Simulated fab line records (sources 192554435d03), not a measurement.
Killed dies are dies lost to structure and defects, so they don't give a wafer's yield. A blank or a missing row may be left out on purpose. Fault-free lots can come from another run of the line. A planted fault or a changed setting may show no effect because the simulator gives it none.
Chamber matching -- flow n5Finfet -- N5_HKMG_FIN_ETCH_86 on rieDiel-02: 4 sister chambers
The step etches SOC in N2/H2, stops on TiN, target depth 393.2 nm. 4 wafers are shown with their chamber, then 7 later ones without.

## WAFERS, EACH WITH ITS CHAMBER
wafer,chamber,showerheadPlenumPTorr (Torr)
L082.4,1,2.69
L082.5,0,2.67
L083.2,3,2.53
L083.5,2,2.51

## WAFERS MISSING THEIR CHAMBER
wafer,showerheadPlenumPTorr (Torr)
L083.6,2.69
L085.2,2.53
L085.3,2.66
L085.6,2.66
L088.1,2.69
L088.2,2.50
L088.4,2.66

## THE CHAMBER EACH PASSED THROUGH
wafer,from the rows above,in truth
L083.6,1,1
L085.2,3,3
L085.3,0,0
L085.6,0,0
L088.1,1,1
L088.2,2,2
L088.4,0,0
Placed correctly: 7 of 7. Number that these rows cannot place: 0. 0 placed wrongly.
How it was worked out, from the rows above alone: a wafer's distance from a chamber is the root of the sum, over the readings, of the square of ((its reading less the chamber's mean) divided by the reading's scatter). If the next closest chamber is less than 2 further off than the closest, the wafer can't be placed; otherwise it belongs to the closest. A chamber's mean is the mean of its shown wafers. The scatter: root of mean squared gap, hidden wafer to nearest shown wafer, with one shown wafer a chamber.
